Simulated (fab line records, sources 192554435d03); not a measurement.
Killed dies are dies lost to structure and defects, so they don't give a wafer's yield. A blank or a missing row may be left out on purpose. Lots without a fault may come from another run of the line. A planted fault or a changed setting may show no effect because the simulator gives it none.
A struck lot beside a sound one | flow n5_finfet | 16 steps out of a route of 1938
Sound: wafers L877.2, L877.3, L877.6. Struck: wafers L889.1, L889.3, L889.5. The cause comes at the end.
At each step with rows: each side's tool, then ch and its chambers, then its first start. Under that, the readings that differ: sound wafers | struck wafers | difference of the means | sigmas: that difference in standard deviations of wafers without a fault.
alike: readings whose means differ by less than 2 such deviations, and words and numbers that are the same on both sides. not compared: withheld readings, readings that some wafer has no value for, bounds like >300 that may hide the same value, and numbers for which the record gives no deviation and whose values overlap.
The two part at a step that has a row with sigmas, a row that says differs or no value, or rows on one side only. Numbers that don't overlap but have no deviation are shown without sigmas and don't part them. A reading that every wafer of one side lacks parts them only if that side has two wafers or more.

N5_MOL_CONTACT_COAG_DESCUM_88: chemistry O2, time 7 s.
  sound on rie_diel-01 ch 0,2,3, day 6 12:29; struck on rie_diel-06 ch 0,2, day 9 08:02
  alike: drypump_motor_current_A, oes_product_au, rf_vpp_V, showerhead_plenum_p_Torr, throttle_valve_pct
  not compared: rf_hours_counter_h
N5_MOL_CONTACT_COAG_ETCH_89: etches underlayer in N2/H2, target depth 13 nm, time 10.4 s.
  sound on rie_diel-01 ch 0,2,3, day 6 12:32; struck on rie_diel-06 ch 0,2, day 9 08:04
  alike: drypump_motor_current_A, etch_rf_on_time_s, oes_product_au, rf_fwd_power_W, rf_vpp_V, showerhead_plenum_p_Torr, throttle_valve_pct
  not compared: rf_hours_counter_h
then, 1 step without rows for these wafers: N5_MOL_CONTACT_COAG_ETCH_90 (etches SiARC in CF4, target depth 13 nm, time 21.7 s).
N5_MOL_CONTACT_COAG_ALD_131: deposits SiO2, target thk 5 nm, pulse time 1 s, co reactant pulse time 1 s.
  sound on ald_sin-03 ch 0,1,2, day 6 12:50; struck on ald_sin-03 ch 1,2,3, day 9 08:10
  alike: heater_power_w, precursor_pulse_height_rel
then, 6 steps without rows for these wafers: N5_MOL_CONTACT_COAG_ETCHBACK_132 (etches SiO2 in CHF3, target depth 10 nm, time 6.7 s); N5_MOL_CONTACT_COAG_ETCH_91 (etches SOC in N2/H2, target depth 60 nm, overetch 21 nm, time 101.2 s); N5_MOL_CONTACT_COAG_STRIP_92 (strips in N2/H2); N5_MOL_CONTACT_COAG_STRIP_93 (strips in N2/H2); N5_MOL_CONTACT_COAG_ETCHBACK_135 (etches SiO2 in CHF3, target depth 25 nm, time 16.7 s); N5_MOL_CONTACT_COAG_STRIP_118 (strips in CHF3).
N5_MOL_CONTACT_COAG_VIA_ETCH_46: etches SiO2 in C4F6/O2, target depth 46 nm, overetch 9.2 nm, time 40 s.
  sound on rie_diel-06 ch 1,2,3, day 6 13:11; struck on rie_diel-06 ch 0,2, day 9 08:30
  alike: drypump_motor_current_A, mfc_ar_sccm, oes_f_703_au, oes_o_777_au, oes_product_au, rf_fwd_power_W, rf_vpp_V, showerhead_plenum_p_Torr, throttle_valve_pct
  not compared: rf_hours_counter_h
then, 1 step without rows for these wafers: N5_MOL_CONTACT_COAG_STRIP_96 (strips in N2/H2).
N5_MOL_CONTACT_COAG_ETCH_47: etches SiNx in CH3F/O2, stops on W, target depth 27 nm.
  sound on rie_diel-06 ch 1,2,3, day 6 13:17; struck on rie_diel-06 ch 0,2, day 9 08:37
  reading                    | sound             | struck            | difference | sigmas
  etch_rf_on_time_s (s)      | 30.7 33.1 31.1    | 30.0 29.0 28.9    | -2.3       | -4
  oes_f_703_au (a.u.)        | 0.82 0.65 0.84    | 0.98 1.06 1.06    | +0.26      | +4
  oes_o_777_au (a.u.)        | 0.81 0.67 0.84    | 0.92 0.99 0.99    | +0.19      | +3
  rf_fwd_power_W (W)         | 385.9 385.4 384.2 | 479.7 479.4 478.2 | +93.9      | +55
  rf_vpp_V (V)               | 290 296 300       | 260 273 272       | -27        | -5
  model.etch.t_clear_s (s)   | 25.59 27.62 25.93 | 25.01 24.15 24.04 | -1.98      |
  model.etch.over_etch_s (s) | 5.119 5.523 5.185 | 5.002 4.83 4.808  | -0.396     |
  alike: drypump_motor_current_A, mfc_ar_sccm, oes_product_au, showerhead_plenum_p_Torr, throttle_valve_pct
  not compared: rf_hours_counter_h
N5_MOL_CONTACT_COAG_STRIP_119: strips in N2/H2, time 30 s.
  sound on plasma_asher-02 ch 0,1, day 6 13:32; struck on plasma_asher-02 ch 0,1, day 9 08:41
  alike: drypump_motor_current_A, heater_power_w
  not compared: rf_hours_counter_h
-- the record jumps here: 3 days lie between the struck wafers' starts before and after (it left off in module MOL_CONTACT_COAG and takes up again in module BEOL_M4, whose first step shown is number 1111 of the route) --
N5_BEOL_M4_RC_MEAS_101:
  sound on prober-01 ch 0, day 9 03:05; struck on prober-01 ch 0, day 12 16:10
  alike: DIBL_N, DIBL_P, IOFF_N, IOFF_P, ION_N, ION_P, SS_N, SS_P, VT_N, VT_P
then, 1 step without rows for these wafers: N5_PASSIVATION_PROBE_49.

WHERE THEY PART
Only at N5_MOL_CONTACT_COAG_ETCH_47, within this record. Later steps at which nothing parts them and some readings are alike: N5_MOL_CONTACT_COAG_STRIP_119, N5_BEOL_M4_RC_MEAS_101.

WHY: what the simulator had put in
Process parameter drift: rie_diel-06, from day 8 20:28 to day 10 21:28, at N5_MOL_CONTACT_COAG_ETCH_47. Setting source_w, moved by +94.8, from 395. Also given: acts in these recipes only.
